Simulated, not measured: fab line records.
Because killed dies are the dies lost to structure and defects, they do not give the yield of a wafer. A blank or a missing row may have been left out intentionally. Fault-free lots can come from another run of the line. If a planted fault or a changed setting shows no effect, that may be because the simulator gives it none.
Matching of chambers | flow nand harc | rie diel-01 running NHARC_A_CONTACT_DESCUM_13: 4 sister chambers
The step chemistry O2, time 3 s. 27 wafers are shown with their chamber, then 12 later ones without.

EACH WAFER AND ITS CHAMBER
wafer  | chamber | showerhead plenum p Torr (Torr) | drypump motor current A (A) | oes product au (a.u.)
L074.2 | 0       | 1.90                            | 6.5                         | 0.993
L074.3 | 1       | 1.95                            | 5.3                         | 1.004
L074.6 | 2       | 1.99                            | 5.8                         | 1.006
L075.1 | 3       | 1.81                            | 5.5                         | 1.000
L075.4 | 0       | 1.90                            | 6.5                         | 1.005
L075.5 | 2       | 1.99                            | 5.9                         | 1.003
L079.1 | 1       | 1.94                            | 5.3                         | 1.002
L079.2 | 0       | 1.90                            | 6.5                         | 0.998
L079.4 | 1       | 1.94                            | 5.3                         | 1.004
L077.3 | 3       | 1.81                            | 5.5                         | 1.012
L077.4 | 0       | 1.90                            | 6.5                         | 1.004
L077.6 | 3       | 1.81                            | 5.5                         | 1.015
L078.1 | 2       | 1.99                            | 5.8                         | 1.012
L078.4 | 1       | 1.94                            | 5.3                         | 1.009
L078.6 | 1       | 1.94                            | 5.3                         | 1.001
L082.1 | 2       | 1.98                            | 5.9                         | 1.017
L082.2 | 1       | 1.94                            | 5.2                         | 0.991
L082.4 | 0       | 1.90                            | 6.5                         | 1.001
L084.1 | 3       | 1.81                            | 5.5                         | 1.002
L084.3 | 2       | 1.98                            | 5.9                         | 1.013
L084.5 | 3       | 1.81                            | 5.5                         | 1.008
L088.1 | 0       | 1.90                            | 6.5                         | 1.013
L088.4 | 2       | 1.98                            | 5.8                         | 1.009
L088.5 | 0       | 1.90                            | 6.5                         | 1.010
L089.1 | 0       | 1.90                            | 6.5                         | 1.006
L089.2 | 3       | 1.81                            | 5.5                         | 1.007
L089.3 | 1       | 1.94                            | 5.3                         | 1.002

SIGNATURES, as means of the wafers listed above
reading                  | chamber 0 | chamber 1 | chamber 2 | chamber 3 | scatter within a chamber
showerhead plenum p Torr | 1.9000    | 1.9414    | 1.9850    | 1.8100    | 0.0032
drypump motor current A  | 6.500     | 5.286     | 5.850     | 5.500     | 0.032
oes product au           | 1.00375   | 1.00186   | 1.01000   | 1.00733   | 0.00574
Rule: for a wafer and a chamber, the distance is found by dividing, reading by reading, the gap between the wafer's reading and the chamber's mean by the reading's scatter, squaring, summing and taking the root. The wafer belongs to the nearest chamber; if the next one is less than 2 further off, it can't be placed. The scatter: take each reading less its chamber's mean, square it, sum over the shown wafers, divide by the number of wafers less the number of chambers, and take the root.

WAFERS WHOSE CHAMBER IS MISSING
wafer  | showerhead plenum p Torr (Torr) | drypump motor current A (A) | oes product au (a.u.)
L091.3 | 1.90                            | 6.5                         | 1.011
L091.4 | 1.94                            | 5.2                         | 1.010
L091.6 | 1.98                            | 5.8                         | 1.016
L092.1 | 1.94                            | 5.2                         | 0.995
L092.3 | 1.81                            | 5.5                         | 1.007
L092.6 | 1.94                            | 5.3                         | 0.999
L094.4 | 1.89                            | 6.5                         | 0.995
L094.5 | 1.81                            | 5.5                         | 1.003
L094.6 | 1.89                            | 6.5                         | 0.995
L096.1 | 1.89                            | 6.5                         | 1.011
L096.2 | 1.94                            | 5.3                         | 1.002
L096.3 | 1.80                            | 5.5                         | 1.003

CHAMBER TAKEN BY EACH
wafer  | from the rows above | in truth
L091.3 | 0                   | 0
L091.4 | 1                   | 1
L091.6 | 2                   | 2
L092.1 | 1                   | 1
L092.3 | 3                   | 3
L092.6 | 1                   | 1
L094.4 | 0                   | 0
L094.5 | 3                   | 3
L094.6 | 0                   | 0
L096.1 | 0                   | 0
L096.2 | 1                   | 1
L096.3 | 3                   | 3
Correct placement for 12 of the 12. Not placeable from these rows: 0. Placed wrongly: 0.
